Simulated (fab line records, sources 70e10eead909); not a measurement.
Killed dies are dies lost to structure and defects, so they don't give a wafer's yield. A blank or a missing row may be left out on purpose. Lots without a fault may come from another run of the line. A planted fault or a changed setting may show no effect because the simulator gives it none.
Which tool did it? | flow nand_harc | 7 lots, 21 wafers sampled, at 5 steps of a route of 1302

WHAT THE GAUGES READ, wafer by wafer
NHARC_END_SORT_01.
lot  | measured     | on        | killed_at_array
L922 | day 30 13:27 | prober-02 | 127 124 124

WHICH TOOL RAN EACH LOT (tool, then ch and the chambers of the sampled wafers, then the start)
lot  | NHARC_A_CHANNEL_FILL_D2_CVD_18   | NHARC_A_BONDPAD_PVD_17                  | NHARC_THIN_TSV_DEP_43           | NHARC_THIN_TSV_PRE_CLEAN_50
L911 | lpcvd_poly-04 ch 0, day 15 12:28 | pvd_sputter-02, day 24 21:10 or earlier | pecvd-01 ch 0,1,2, day 24 21:10 | pvd_sputter-01, no start
L912 | lpcvd_poly-03 ch 0, day 16 00:40 | pvd_sputter-03, day 25 20:43 or earlier | pecvd-01 ch 0,1, day 25 20:43   | pvd_sputter-03, no start
L916 | lpcvd_poly-04 ch 0, day 17 12:55 | pvd_sputter-03, day 26 11:53 or earlier | pecvd-02 ch 0,1, day 26 11:53   | pvd_sputter-02, no start
L922 | lpcvd_poly-04 ch 0, day 20 16:01 | pvd_sputter-03, day 29 12:58 or earlier | pecvd-03 ch 0,2, day 29 12:58   | pvd_sputter-01, day 30 13:27 or earlier
L926 | lpcvd_poly-01 ch 0, day 21 20:37 | pvd_sputter-01, day 31 17:01 or earlier | pecvd-02 ch 1,2, day 31 17:01   | pvd_sputter-01, no start
L930 | lpcvd_poly-03 ch 0, day 23 06:11 | pvd_sputter-01, day 32 13:37 or earlier | pecvd-01 ch 0,1,2, day 32 13:37 | pvd_sputter-02, no start
L932 | lpcvd_poly-03 ch 0, day 24 03:02 | pvd_sputter-03, day 33 03:46 or earlier | pecvd-01 ch 0,1,2, day 33 03:46 | pvd_sputter-01, no start
- NHARC_A_CHANNEL_FILL_D2_CVD_18: deposits poly-Si, target thk 3 nm.
- NHARC_A_BONDPAD_PVD_17: deposits TaN, target thk 5 nm, time 8.06 s.
- NHARC_THIN_TSV_DEP_43: deposits SiO2, target thk 1328.5 nm.
- NHARC_THIN_TSV_PRE_CLEAN_50: time 30 s.

THE ANSWER, worked out from the rows above alone
Rule: what is usual is taken from the lots themselves. Put in order of their means at a reading, lots are off if they are a third of the lots or fewer, leave a main group of 4 or more, and stand apart from it by a gap of 3 or more times the standard deviation of the main group's means; of several such gaps the widest counts. A main group whose means are all the same, to the digits that the tables above print for the reading, isn't used. A lot without any number at a reading at which 4 lots or more have one is off too. The other lots that the step has rows for count as sound.
No lot is off at any reading shown: from this, nothing can be told.

WHAT THE SIMULATOR HAD PUT IN
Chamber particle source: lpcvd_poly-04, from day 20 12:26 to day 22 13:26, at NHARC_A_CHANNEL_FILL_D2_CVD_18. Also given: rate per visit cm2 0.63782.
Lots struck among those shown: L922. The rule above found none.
